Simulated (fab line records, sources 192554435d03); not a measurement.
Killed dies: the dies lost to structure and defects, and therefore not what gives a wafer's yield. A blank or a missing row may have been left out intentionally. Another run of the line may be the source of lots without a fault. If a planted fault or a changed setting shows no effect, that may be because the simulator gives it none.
A lot that was struck, set against a sound lot / flow n5Finfet / 34 out of 1938 route steps
Sound: wafers L868.1, L868.3, L868.5. Struck: wafer L859.6. (L859.1, L859.4 of the same lot were not struck and are left out.) The cause comes at the end.
Order at every step that has rows: each side's tool, ch and its chambers, its first start. Under that, the readings that differ: sound wafers / struck wafers / difference of the means / sigmas: that difference in standard deviations of wafers without a fault.
alike: a reading whose means differ by less than 2 such deviations, as well as words and numbers matching on both sides. not compared: withheld readings; readings where some wafer has no value; bounds like >300 that might hide an equal value; numbers whose values overlap and for which the record gives no deviation.
The two part at a step that has a row with sigmas, a row that says differs or no value, or rows on one side only. When numbers do not overlap yet have no deviation, they are printed without sigmas and do not part them. Lack of a reading on every wafer of one side parts them only where that side has two or more wafers.

first, 10 steps without rows for these wafers: N5_BEOL_M7_STRIP_80 (strips in N2/H2, time 10 s); N5_BEOL_M7_HM_STRIP_39 (strips TiN in peroxide tin strip, target depth 25 nm, time 158 s); N5_BEOL_M7_SRD_40 (time 30 s); N5_BEOL_M7_PRECLEAN_42 (cleans in residue remover, time 60 s); N5_BEOL_M7_SRD_43 (time 30 s); N5_BEOL_M7_CURE_75 (cures SiCOH lowk, time 120 s); N5_BEOL_M7_DEGAS_44 (time 60 s); N5_BEOL_M7_PRE_CLEAN_45 (time 30 s); N5_BEOL_M7_ALD_77 (deposits TaN, target thk 2 nm, pulse time 2 s, purge time 3 s); N5_BEOL_M7_SURFACE_TREAT_79.
N5_BEOL_M7_CVD_78: deposits Co from CCTBA/H2, target thk 2 nm, time 142.3 s.
  sound on cvdCo-01 ch 0,1, day 13 21:56; struck on cvdCo-02 ch 0,1, day 11 04:31
then, 22 steps without rows for these wafers: N5_BEOL_M7_SPUTTER_48 (material Cu, target thk 10 nm, time 1.667 s); N5_BEOL_M7_ECD_50 (material Cu, target thk 300 nm); N5_BEOL_M7_ANNEAL_51 (time 90 s); N5_BEOL_M7_CMP_52 (polishes, stops on SiCOH lowk, t overpolish 6.9 s, target thk 80 nm); N5_BEOL_M7_PRE_CLEAN_55 (time 15 s); N5_BEOL_M7_DEP_56 (deposits SiCN from 3MS/NH3, target thk 10 nm, time 17.5 s); N5_BEOL_M8_ILD_DEP_00 (deposits SiCOH lowk from DEMS/porogen, target thk 179.75 nm, time 33.4 s); N5_BEOL_M8_CURE_74 (cures SiCOH lowk, time 240 s); N5_BEOL_M8_PECVD_70 (deposits SiO2 from TEOS/O2, target thk 20 nm, time 22.7 s); N5_BEOL_M8_HM_DEP_02 (deposits TiN, target thk 20 nm); N5_BEOL_M8_COAT_59 (time 60 s, resist thk 100 nm); N5_BEOL_M8_COAT_60 (time 60 s, resist thk 35 nm); N5_BEOL_M8_COAT_05 (resist thk 90 nm); N5_BEOL_M8_EBR_07; N5_BEOL_M8_SOFTBAKE_06 (time 60 s); N5_BEOL_M8_EXPOSE_08 (exposes mask M8); N5_BEOL_M8_PEB_09 (peb time 60 s); N5_BEOL_M8_DEVELOP_10 (develop time 30 s); N5_BEOL_M8_DESCUM_16 (chemistry O2, time 7.9 s); N5_BEOL_M8_ETCH_61 (etches SiARC in CF4, target depth 45.5 nm, time 75.8 s); N5_BEOL_M8_ETCH_62 (etches SOC in N2/H2, target depth 110 nm, overetch 22 nm, time 165 s); N5_BEOL_M8_STRIP_68 (strips in N2/H2).
-- record jumps: 3 days separate the struck wafers' starts on either side; left off in module BEOL_M8, taken up again in module PASSIVATION, whose first shown step is the route's number 1936 --
N5_PASSIVATION_PROBE_49:
  rows exist in the record for the struck wafers here (prober-01, day 14 07:06), but not for the sound ones

== WHERE THEY PART ==
Only at N5_PASSIVATION_PROBE_49, within this record.

WHY: whatever the simulator had introduced
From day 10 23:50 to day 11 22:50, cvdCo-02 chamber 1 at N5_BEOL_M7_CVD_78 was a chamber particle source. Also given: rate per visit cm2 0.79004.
